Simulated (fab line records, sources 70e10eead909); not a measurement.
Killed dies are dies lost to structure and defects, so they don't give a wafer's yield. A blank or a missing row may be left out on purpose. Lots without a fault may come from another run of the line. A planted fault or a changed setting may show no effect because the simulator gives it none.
fab line records | flow nand_harc
record lots=5 wafers=15 last_day=23
route steps=1159 shown A_M0@1005 A_M1@1026 END@1159
lots that met no fault: from a run of the same line without faults
start_h: hours from the record's first day to the start of the lot's first wafer shown | wait_h: hours since the lot's step before | " the same as in the row above | L1.1+2: a row that stands for several wafers | - no value, or no start given | * or withheld: withheld | < > ~ a bound
route shown NAME@n: a module of which the file shows steps, and the number in the route of the first | usual: mean/standard deviation of fault-free wafers | same: alike in all rows | chamber/n: place in a boat | sites: the reading at each site | _std_site: their standard deviation | _edge_site: outer sites' mean less inner sites' | radius_mm: how far each site lies from the wafer's centre | mask NAME#n: copy n | behind: the tool/chamber that last shaped the wafer | hold: why the lot was held/for how many hours/how that ended | device: the transistor (n, p or np) that didn't switch | end of line: the same wafers' tests at the end of the route | a step without rows: its recipe alone | killed: dies lost to structure and defects at the first sort, not the wafer's yield | map: a wafer's dies, x killed, . not, _ none there
set.NAME: the setting as run; set.NAME@STEP: as run at that earlier step | model.NAME: the simulator's own value behind a step, which no gauge read
lots at some steps of the route; a table a step, a row a wafer
services: from which hour (start_h, from the record's first day; less than 0 if before it) a tool's chamber was out of use, for how many hours, and why
## steps
# step NHARC_A_M0_OVL_MEAS_10
# recipe pitch_nm=160
# usual overlay_x_nm=-0.1/0.94 overlay_y_nm=0.1/0.96
# columns lot.wafer tool chamber start_h wait_h overlay_x_nm overlay_y_nm
L687.1 overlay-02 - 406.05 - -0.1 -1.0
L687.2 " - " " 0.1 -1.1
L687.4 " - " " -0.2 -0.9
L688.3 overlay-01 - 412.85 - 0.6 -0.4
L688.4 " - " " 0.6 -0.6
L688.6 " - " " 0.8 -0.9
L693.2 overlay-02 - 457.31 - -1.5 0.7
L693.4 " - " " -2.1 0.1
L693.5 " - " " -2.0 0.1
L702.3 overlay-01 - 492.75 - -0.5 -0.5
L702.4 " - " " 0.1 -0.8
L702.5 " - " " 0.4 -1.0
L703.1 overlay-01 - 500.51 - 0.6 1.8
L703.5 " - " " 0.8 0.5
L703.6 " - " " 1.1 0.8
# step NHARC_A_M0_INSPECT_11
# usual raw_defect_count=30/13
# columns lot.wafer tool chamber start_h wait_h raw_defect_count
L687.1 defect_inspect-02 - 406.09 0.0 30
L687.2 " - " " 27
L687.4 " - " " 29
L688.3 defect_inspect-02 - 412.88 0.0 25
L688.4 " - " " 29
L688.6 " - " " 32
L693.2 defect_inspect-02 - 457.35 0.0 28
L693.4 " - " " 38
L693.5 " - " " 35
L702.3 defect_inspect-01 - 492.79 0.0 17
L702.4 " - " " 20
L702.5 " - " " 14
L703.1 defect_inspect-01 - 500.54 0.0 20
L703.5 " - " " 9
L703.6 " - " " 14
# step NHARC_A_M0_DESCUM_14
# recipe time_s=3 o2_flow_sccm=200 ar_flow_sccm=0 bias_power_w=0 chemistry=O2
# step NHARC_A_M0_ETCH_34
# recipe target_depth_a=400 overetch_a=120 time_s=43.94 ion_energy_ev=200 n2_flow_sccm=150 h2_flow_sccm=150 ar_flow_sccm=0 rf_w=400 bias_w=150 chemistry=N2/H2
# step NHARC_A_M0_ETCH_15
# recipe target_depth_a=1500 overetch_a=150 time_s=82.5 c4f8_flow_sccm=withheld ar_flow_sccm=400 rf_w=600 bias_w=300 chemistry=C4F8/Ar
# step NHARC_A_M0_CD_MEAS_16
# usual cd_nm=80.1/0.92
# columns lot.wafer tool chamber start_h wait_h cd_nm
L687.1 cd_sem-03 - 406.45 - 80.0
L687.2 " - " " 81.0
L687.4 " - " " 80.2
L688.3 cd_sem-02 - 413.25 - 78.5
L688.4 " - " " 80.7
L688.6 " - " " 80.9
L693.2 cd_sem-02 - 457.71 - 81.2
L693.4 " - " " 80.3
L693.5 " - " " 79.7
L702.3 cd_sem-01 - 493.15 - 79.5
L702.4 " - " " 80.3
L702.5 " - " " 79.9
L703.1 cd_sem-03 - 500.91 - 80.9
L703.5 " - " " 80.8
L703.6 " - " " 80.8
# step NHARC_A_M0_STRIP_18
# recipe power_w=1000 n2_flow_sccm=150 h2_flow_sccm=150 ar_flow_sccm=0 bias_w=0 chemistry=N2/H2
# usual drypump_motor_current_A=5.8/0.36 oes_product_au=1.002/0.016 rf_vpp_V=90.5/0.93 showerhead_plenum_p_Torr=2.01/0.072 throttle_valve_pct=14.172/0.0095
# columns lot.wafer tool chamber start_h wait_h drypump_motor_current_A oes_product_au rf_hours_counter_h rf_vpp_V showerhead_plenum_p_Torr throttle_valve_pct
L687.4 rie_diel-04 1 406.55 0.1 5.9 1.024 7 91.0 1.94 14.177
L687.2 " 2 " " 5.8 0.990 8 91.8 2.20 14.159
L687.1 " 3 " " 5.8 1.007 8 90.5 1.91 14.179
L688.3 rie_diel-11 3 413.37 0.1 6.5 1.028 3 91.6 1.97 14.171
L688.4 " 0 " " 5.8 0.974 2 90.8 2.07 14.180
L688.6 " 2 " " 5.0 0.989 - 91.5 2.01 14.177
L693.2 rie_diel-07 1 457.81 0.1 5.4 0.980 2 90.2 1.97 14.177
L693.4 " 2 " " 6.0 1.013 2 91.0 2.09 14.181
L693.5 " 0 " " 5.5 1.028 - 92.3 2.05 14.195
L702.3 rie_diel-11 1 493.25 0.1 5.8 1.018 9 90.4 1.97 14.168
L702.4 " 3 " " 6.4 1.022 8 89.1 1.97 14.181
L702.5 " 1 " " 5.8 1.021 - 89.5 1.97 14.174
L703.1 rie_diel-07 3 500.98 0.1 6.3 0.984 6 89.6 2.01 14.161
L703.6 " 3 " " 6.3 0.981 - 91.4 2.01 14.170
L703.5 " 0 " " 5.6 1.022 - 91.6 2.05 14.179
# step NHARC_A_M0_STRIP_19
# recipe time_s=600 temp_c=30 chemistry=post_etch_residue_remover
# step NHARC_A_M0_DEGAS_28
# recipe temp_c=250 time_s=60
# step NHARC_A_M0_PRE_CLEAN_29
# recipe time_s=30 temp_c=280 gas=H2/He
# step NHARC_A_M0_PVD_20
# recipe target_thk_a=50 bias_v=168.6 power_w=15000 chamber_pressure_pa=0.12 time_s=8.06 substrate_temp_c=50 material=TaN
# step NHARC_A_M0_PVD_21
# recipe target_thk_a=300 chamber_pressure_pa=5 power_w=5000 substrate_temp_c=30 time_s=20.49 material=Cu
# step NHARC_A_M0_ECD_22
# recipe target_thk_a=4000 bath_temp_c=25 material=Cu
# columns lot.wafer tool chamber start_h wait_h
L687.2+1+4 ecd_cu-01 0,1,0 407.43 -
L688.3+4+6 ecd_cu-01 0,1,1 414.33 -
L693.2+4+5 ecd_cu-02 1 458.69 -
L702.3+4+5 ecd_cu-02 0,1,1 494.23 -
L703.1+6+5 ecd_cu-02 1,0,1 501.96 -
# step NHARC_A_M0_ANNEAL_30
# recipe temp_c=225 time_s=90
# usual wafer_temp_C_max=225.9/0.31
# columns lot.wafer tool chamber start_h wait_h wafer_temp_C_max
L687.1 rtp_anneal-01 0 407.81 - 226.3
L687.2 " 0 " " 226.3
L687.4 " 0 " " 226.2
L688.3 rtp_anneal-01 0 414.71 - 226.2
L688.4 " 0 " " 226.7
L688.6 " 0 " " 226.1
L693.2 rtp_anneal-01 0 459.12 - 226.0
L693.4 " 0 " " 226.1
L693.5 " 0 " " 226.2
L702.3 rtp_anneal-02 0 494.64 - 225.2
L702.4 " 0 " " 225.6
L702.5 " 0 " " 225.2
L703.1 rtp_anneal-02 0 502.29 0.3 225.7
L703.5 " 0 " " 225.8
L703.6 " 0 " " 225.6
# step NHARC_A_M0_CMP_23
# recipe t_overpolish_s=20 target_thk_nm=113.75
# usual motor_current_A=12.0/0.97 time_to_endpoint_s=29/3.2
# same t_overpolish_s=20
# columns lot.wafer tool chamber start_h wait_h motor_current_A time_to_endpoint_s
L687.4 cmp-02 2 408.14 - 12.3 26
L687.2 " 3 " " 11.5 25
L687.1 " 0 " " 10.9 29
L688.4 cmp-03 1 414.96 - 11.7 35
L688.3 " 2 " " 12.5 31
L688.6 " 2 " " 12.1 29
L693.2 cmp-02 1 459.47 - 12.5 31
L693.4 " 2 " " 11.8 27
L693.5 " 3 " " 11.6 22
L702.4 cmp-01 3 494.88 - 14.7 28
L702.3 " 0 " " 12.0 30
L702.5 " 0 " " 11.6 32
L703.1 cmp-01 2 502.66 - 10.9 28
L703.6 " 1 " " 11.2 31
L703.5 " 2 " " 11.1 29
# step NHARC_A_M0_THK_MEAS_24
# recipe thk_meas_gauge=xrf
# usual thk_nm=113.9/1.7
# columns lot.wafer tool chamber start_h wait_h thk_nm
L687.1 film_metro-02 - 408.46 - 113.0
L687.2 " - " " 112.7
L687.4 " - " " 114.1
L688.3 film_metro-02 - 415.28 - 114.3
L688.4 " - " " 114.2
L688.6 " - " " 114.2
L693.2 film_metro-02 - 459.73 - 111.7
L693.4 " - " " 113.1
L693.5 " - " " 110.9
L702.3 film_metro-01 - 495.20 - 115.6
L702.4 " - " " 111.6
L702.5 " - " " 115.1
L703.1 film_metro-02 - 502.95 - 114.3
L703.5 " - " " 114.6
L703.6 " - " " 112.8
# step NHARC_A_M0_SRD_25
# step NHARC_A_M0_PRE_CLEAN_31
# recipe time_s=12 temp_c=370 rf_power_w=300 gas=NH3
# step NHARC_A_M0_DEP_32
# recipe target_thk_a=300 temp_c=370 target_thk_nm=30 pressure_torr=3 flow_sccm=200 rf_w=450 material=SiCN
# step NHARC_A_M1_DEP_00
# recipe target_thk_a=1825 target_thk_nm=182.5 temp_c=withheld pressure_torr=5 flow_sccm=200 rf_w=600 material=SiOC
# step NHARC_A_M1_DEHYDRATE_01
# recipe temp_c=150 time_s=120
# step NHARC_A_M1_HMDS_02
# recipe time_s=30
# step NHARC_A_M1_COAT_34
# recipe temp_c=200 time_s=65
# step NHARC_A_M1_COAT_03
# recipe spin_rpm=1500 resist_thk_nm=90
# step NHARC_A_M1_SOFTBAKE_04
# recipe temp_c=105 time_s=55
# step NHARC_A_M1_EBR_05
# step NHARC_A_M1_EXPOSE_06
# recipe na=1.35 target_cd_nm=120 dose_mj=75.13 mask_id=A_M1
# step NHARC_A_M1_PEB_07
# recipe peb_temp_c=100 peb_time_s=65
# step NHARC_A_M1_DEVELOP_08
# recipe develop_time_s=35 dev_temp_c=23
# step NHARC_A_M1_CD_MEAS_09
# recipe target_cd_nm=120 landing_energy_ev=500
# usual cd_nm=119.9/0.8
# columns lot.wafer tool chamber start_h wait_h cd_nm
L687.1 cd_sem-03 0 410.10 - 120.4
L687.2 " 0 " " 120.6
L687.4 " 0 " " 119.5
L688.3 cd_sem-03 0 416.87 - 120.4
L688.4 " 0 " " 119.2
L688.6 " 0 " " 122.5
L693.2 cd_sem-03 0 461.44 - 119.6
L693.4 " 0 " " 119.6
L693.5 " 0 " " 120.3
L702.3 cd_sem-03 0 497.01 - 120.8
L702.4 " 0 " " 118.8
L702.5 " 0 " " 119.4
L703.1 cd_sem-02 0 504.63 - 121.4
L703.5 " 0 " " 120.0
L703.6 " 0 " " 120.1
# step NHARC_A_M1_OVL_MEAS_10
# recipe pitch_nm=240
# usual overlay_x_nm=0.0/0.66 overlay_y_nm=0.1/0.84
# columns lot.wafer tool chamber start_h wait_h overlay_x_nm overlay_y_nm
L687.1 overlay-02 - 410.19 - -0.7 -0.8
L687.2 " - " " -0.3 -0.5
L687.4 " - " " -0.3 -0.8
L688.3 overlay-01 - 416.95 - -0.6 -0.1
L688.4 " - " " -0.5 -0.7
L688.6 " - " " -0.4 -0.7
L693.2 overlay-01 - 461.53 - 0.1 0.0
L693.4 " - " " -0.1 0.5
L693.5 " - " " 0.3 0.7
L702.3 overlay-02 - 497.10 - 0.6 0.0
L702.4 " - " " 0.3 0.2
L702.5 " - " " 0.3 0.7
L703.1 overlay-01 - 504.72 - 1.4 0.5
L703.5 " - " " 0.6 -0.2
L703.6 " - " " 0.7 -0.3
# step NHARC_A_M1_DESCUM_14
# recipe time_s=3 o2_flow_sccm=200 ar_flow_sccm=0 bias_power_w=0 chemistry=O2
# usual drypump_motor_current_A=5.7/0.45 oes_product_au=1.002/0.012 rf_vpp_V=57.9/0.85 showerhead_plenum_p_Torr=1.92/0.088 throttle_valve_pct=11.309/0.0086
# columns lot.wafer tool chamber start_h wait_h drypump_motor_current_A oes_product_au rf_hours_counter_h rf_vpp_V showerhead_plenum_p_Torr throttle_valve_pct
L687.1 rie_diel-02 3 410.30 0.1 5.8 1.016 4 58.8 2.04 11.308
L687.2 " 0 " " 5.7 0.992 5 57.6 1.94 11.316
L687.4 " 1 " " 5.6 0.998 5 57.1 1.78 11.328
L688.3 rie_diel-02 1 417.05 0.1 5.6 1.002 6 58.3 1.78 11.305
L688.4 " 3 " " 5.8 1.005 6 56.9 2.04 11.319
L688.6 " 0 " " 5.6 0.993 - 58.7 1.94 11.325
L693.4 rie_diel-05 1 461.64 0.1 5.7 0.999 8 57.7 1.79 11.290
L693.2 " 2 " " 5.5 1.017 8 57.5 2.01 11.311
L693.5 " 1 " " 5.7 0.997 - 56.3 1.79 11.307
L702.3 rie_diel-02 1 497.23 0.1 5.6 0.992 11 56.2 1.78 11.308
L702.4 " 2 " " 6.3 1.008 11 58.5 1.90 11.301
L702.5 " 0 " " 5.7 0.989 - 58.1 1.94 11.317
L703.1 rie_diel-12 1 504.82 0.1 5.2 1.018 3 57.6 1.86 11.311
L703.6 " 1 " " 5.2 1.007 - 58.5 1.86 11.317
L703.5 " 2 " " 6.4 1.025 - 57.5 1.87 11.322
# step NHARC_A_M1_ETCH_35
# recipe target_depth_a=400 overetch_a=120 time_s=43.94 ion_energy_ev=200 n2_flow_sccm=150 h2_flow_sccm=150 ar_flow_sccm=0 rf_w=400 bias_w=150 chemistry=N2/H2
# step NHARC_A_M1_ETCH_15
# recipe target_depth_a=1825 time_s=91.2 c4f8_flow_sccm=withheld ar_flow_sccm=400 rf_w=600 bias_w=300 chemistry=C4F8/Ar
# step NHARC_A_M1_CD_MEAS_16
# usual cd_nm=120.1/0.97
# columns lot.wafer tool chamber start_h wait_h cd_nm
L687.1 cd_sem-03 - 410.60 - 121.0
L687.2 " - " " 120.2
L687.4 " - " " 119.9
L688.3 cd_sem-03 - 417.36 - 120.9
L688.4 " - " " 119.3
L688.6 " - " " 122.6
L693.2 cd_sem-01 - 461.94 - 120.3
L693.4 " - " " 118.5
L693.5 " - " " 119.2
L702.3 cd_sem-01 - 497.53 - 121.7
L702.4 " - " " 120.2
L702.5 " - " " 119.5
L703.1 cd_sem-02 - 505.17 - 122.7
L703.5 " - " " 119.6
L703.6 " - " " 121.2
# step NHARC_A_M1_STRIP_18
# recipe power_w=1000 n2_flow_sccm=150 h2_flow_sccm=150 ar_flow_sccm=0 bias_w=0 chemistry=N2/H2
# step NHARC_A_M1_ETCH_28
# recipe target_depth_a=300 over_etch_frac=0.3 time_s=72.99 ion_energy_ev=150 cf4_flow_sccm=50 n2_flow_sccm=100 ar_flow_sccm=150 rf_w=300 bias_w=100 chemistry=CF4/N2
# step NHARC_A_M1_STRIP_19
# recipe time_s=600 temp_c=30 chemistry=post_etch_residue_remover
# step NHARC_A_M1_DEGAS_29
# recipe temp_c=250 time_s=60
# usual heater_power_w=329/38 susceptor_temp_C=250.00/0.17
# columns lot.wafer tool chamber start_h wait_h heater_power_w susceptor_temp_C
L687.2 pvd_sputter-03 - 411.34 - 360 249.89
L687.4 " - " " 382 249.79
L687.1 " - " " 313 249.79
L688.4 pvd_sputter-02 - 418.08 - 362 249.62
L688.3 " - " " 319 249.91
L688.6 " - " " 271 249.80
L693.2 pvd_sputter-01 - 462.67 - 343 -
L693.4 " - " " 386 -
L693.5 " - " " 349 -
L702.3 pvd_sputter-01 - 498.25 - 389 249.90
L702.4 " - " " 347 250.22
L702.5 " - " " 268 249.81
L703.1 pvd_sputter-03 - 505.91 - 306 250.02
L703.5 " - " " 319 249.68
L703.6 " - " " 301 249.96
# step NHARC_END_SORT_01
# recipe temp_c=25
# usual killed_at_array=27/10 killed_at_other=0.6/0.96 killed_at_periphery=3.4/2.7 killed_dies=31/10 killed_open=2.9/1.8 killed_short=1.8/1.4
# same gross_dies=677
# columns lot.wafer tool chamber start_h wait_h killed_at_array killed_at_other killed_at_periphery killed_dies killed_open killed_short
L688.3 prober-02 0 474.28 3.1 490 0 2 492 2 0
L688.4 prober-02 0 475.07 3.4 487 1 2 490 5 1
L688.6 prober-02 0 476.66 4.0 477 0 1 478 2 2
# killed by level:class
L688.3 A_M0:unspecified=480 A_SLIT:chamber_film_flake=5 A_CONTACT:chamber_film_flake=2 P_GATE:geometric_particle:open=1 A_WL_FILL:geometric_particle:open=1 P_ZERO_WELL:chamber_film_flake=1 A_CHANNEL_FILL_D1:chamber_film_flake=1 A_STAIRCASE:chamber_film_flake=1
L688.4 A_M0:unspecified=469 A_SLIT:chamber_film_flake=9 A_CONTACT:chamber_film_flake=4 A_CHANNEL_FILL_D1:geometric_particle:open=2 P_CONTACT:geometric_particle:open=1 A_SGD_CUT:geometric_particle:open=1 A_WL_FILL:geometric_particle:short=1 P_STI:chamber_film_flake=1
L688.6 A_M0:unspecified=458 A_SLIT:chamber_film_flake=10 A_CHANNEL_HOLE_D1:chamber_film_flake=3 A_STAIRCASE:chamber_film_flake=2 A_CHANNEL_FILL_D1:geometric_particle:short=1 A_WL_FILL:geometric_particle:open=1 A_CONTACT:geometric_particle:open=1 A_CONTACT:geometric_particle:short=1
# map L688.3 (x killed, . not)
____________x____________
_________.xxxxxx_________
_______xxxxxxxxxxx_______
______xxxx.xxxx.xx.______
_____x.xx.x.x.xx.xxx_____
____xx..xx..xxxxxx.xx____
____xxxxxxxxxxxx.xxxx____
___.xxxx.xxxxxxxxxx.xx___
___.x..xxxx.xxxx..xxx.___
__xxx.xxx.xxx.xx..xxx.x__
__.xxxx.x.xxxxxxxxx..xx__
_.xxxx..xxxxxxx.x.xxxxxx_
_xxxxxxxxxx.xxxxxxx.x.xx_
_.xxxxxxxx...xxxx..x.x.x_
_..x...xxxxxxxxx.xxxxxxx_
_xxxxxx.xxxxxxxxxxxx.xxx_
xxx.xx.xx..xxxx.x..x..xx.
x.xx.x.xxx.xxxx.xxxxxx..x
xxxxxxxx.xx.x..xxxx..x.xx
xxxxxxxx..x.x.xxx.x.xxxxx
......xxxxxx..xxx..x..x.x
_x..xxx.xxxxx.x.x...xx.._
_.x...x.xx.xxxxxxxxx.xxx_
_.x.xx.xxxxx.xx.xx....x._
_xxxx..xxx..xxxxxxxx.xxx_
_xxx.xxxxxxxxxxxxxxx.x.x_
__..xx.xxxx.x.xxx.x...x__
__xxxxxx..x.xxxxxxx.xx.__
___.xxxx.xxxxxxxxxx.xx___
___.xx.x.xx..xx....xxx___
____xxx.x.xxxxxxxxxxx____
____xxxxx.xx.xxxx.x..____
_____x.x..xxx.xx..xx_____
______.xxxx.xxxx.xx______
_______xx.xxxx.xx._______
_________x.x.xxx_________
____________x____________
# map L687.2 (x killed, . not)
____________.____________
_________......._________
_______.......x.x._______
______...........x.______
_____..............._____
____.................____
____.................____
___...x..x......x.....___
___...x...............___
__..x....x.............__
__..x..................__
_......x...x..........x._
_....xx................._
_....xxx....x..........._
_..xxx.................._
_.x....................._
.x..xx...................
.........................
..............x..........
.........................
.........................
_......................._
_......................._
_.............x........._
_......................._
_......................._
__.....................__
__.x........x..........__
___...................___
___...................___
____.................____
____.................____
_____..............._____
______.............______
_______..........._______
_________......._________
____________.____________
## services
# columns tool chamber start_h hours kind
cmp-03 - 384.04 1.6 repair
rie_diel-02 0 385.70 - clean
rie_diel-02 1 385.70 - clean
cmp-02 - 391.04 3.0 repair
pvd_sputter-02 - 392.14 10.0 pm
cmp-01 - 392.17 0.5 repair
rie_diel-02 - 395.66 2.1 repair
rie_diel-07 - 405.23 9.0 pm
rie_diel-05 - 414.97 1.8 repair
rie_diel-04 1 415.73 2.4 repair
cmp-02 - 422.50 4.0 pm
cmp-03 - 433.21 74.2 repair
ecd_cu-01 - 448.36 8.0 pm
cmp-01 - 449.52 1.6 repair
pvd_sputter-03 - 458.00 10.0 pm
rie_diel-04 - 465.90 9.0 pm
cmp-02 - 468.32 0.9 repair
cmp-01 - 473.50 4.0 pm
cmp-02 - 473.66 3.9 repair
ecd_cu-02 - 477.21 2.0 repair
rie_diel-05 2 489.47 4.9 repair
rie_diel-12 0 489.96 3.9 repair
cmp-01 - 504.48 0.6 repair
rie_diel-02 - 504.70 9.0 pm
## key
first_sign step=NHARC_END_SORT_01 reading=killed_dies direction=up sigmas=46 usual=31 struck=487
effect step=NHARC_END_SORT_01 reading=killed_at_array direction=up sigmas=45 usual=27 struck=485
more_kills_born_at NHARC_A_M0_ECD_22@ecd_cu-01=1407
met_at NHARC_A_M0_ECD_22
struck_wafers L688.3,L688.4,L688.6
tester_left_out L688
onset_between 407.43 414.33
also_fits NHARC_A_M0_CMP_23:cmp-03,NHARC_A_M1_DEGAS_29:pvd_sputter-02
earlier_fault kind=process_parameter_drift tool=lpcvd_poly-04 chamber=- onset_h=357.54 steps=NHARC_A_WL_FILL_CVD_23 channel=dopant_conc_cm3 offset=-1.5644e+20 shape=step acts_in=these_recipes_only stated=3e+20
fault kind=chamber_particle_source tool=ecd_cu-01 chamber=- onset_h=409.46 steps=NHARC_A_M0_ECD_22 rate_per_visit_cm2=1.3745
# tester_left_out: of these lots the tester's yield and bins aren't shown, on N5 and GAA mostly nor the transistor test; their killed dies are dies lost to structure and defects alone, not to doping, threshold or leakage, so they don't give the yield
